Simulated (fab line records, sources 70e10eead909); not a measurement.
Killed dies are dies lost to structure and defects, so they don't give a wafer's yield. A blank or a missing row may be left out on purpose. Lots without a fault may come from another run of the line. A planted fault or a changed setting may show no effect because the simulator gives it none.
Which tool did it? | flow nand_harc | 12 lots, 36 wafers sampled, at 1 step of a route of 1302

WHAT THE GAUGES READ, wafer by wafer
NHARC_A_SIN_REMOVE_INSPECT_04. Usual: raw_defect_count 393, standard deviation 93.
lot  | measured     | on                | raw_defect_count | flag
L308 | day 21 01:22 | defect_inspect-02 | 335 232 196      |
L310 | day 21 13:32 | defect_inspect-02 | 397 461 568      |
L311 | day 22 07:52 | defect_inspect-02 | 275 339 350      |
L317 | day 25 02:47 | defect_inspect-02 | 401 398 380      |
L316 | day 25 06:35 | defect_inspect-01 | 299 324 360      |
L319 | day 26 05:13 | defect_inspect-01 | 478 571 411      |
L321 | day 26 15:33 | defect_inspect-02 | 228 270 280      |
L323 | day 26 21:34 | defect_inspect-01 | 378 479 348      |
L326 | day 28 09:20 | defect_inspect-02 | 406 361 382      |
L324 | day 28 09:20 | defect_inspect-01 | 620 410 605      |
L327 | day 28 22:52 | defect_inspect-02 | 409 364 401      |
L328 | day 29 05:32 | defect_inspect-02 | 315 328 449      |

WHICH TOOL RAN EACH LOT (tool, then ch and the chambers of the sampled wafers, then the start)
The record holds no process step before these readings.

WHAT THE TOOLS THEMSELVES READ (means of the sampled wafers that have a number; where no wafer has one, the mark that the record gives instead)
The record holds no such reading with a usual standard deviation.

THE ANSWER, worked out from the rows above alone
Rule: a lot is off if the mean of its wafers that have a number lies more than 3 standard deviations from the usual mean. A lot without any number at a reading at which 4 lots or more have one is off too. The other lots that the step has rows for count as sound. The gauges are gone through in route order, then the tools' own readings, and for those a lot's mean is taken as printed above. The first step at which some lot is off is used, and at that step the reading that is off furthest; a lot without a number counts as furthest.
No lot is off at any reading shown: from this, nothing can be told.

WHAT THE SIMULATOR HAD PUT IN
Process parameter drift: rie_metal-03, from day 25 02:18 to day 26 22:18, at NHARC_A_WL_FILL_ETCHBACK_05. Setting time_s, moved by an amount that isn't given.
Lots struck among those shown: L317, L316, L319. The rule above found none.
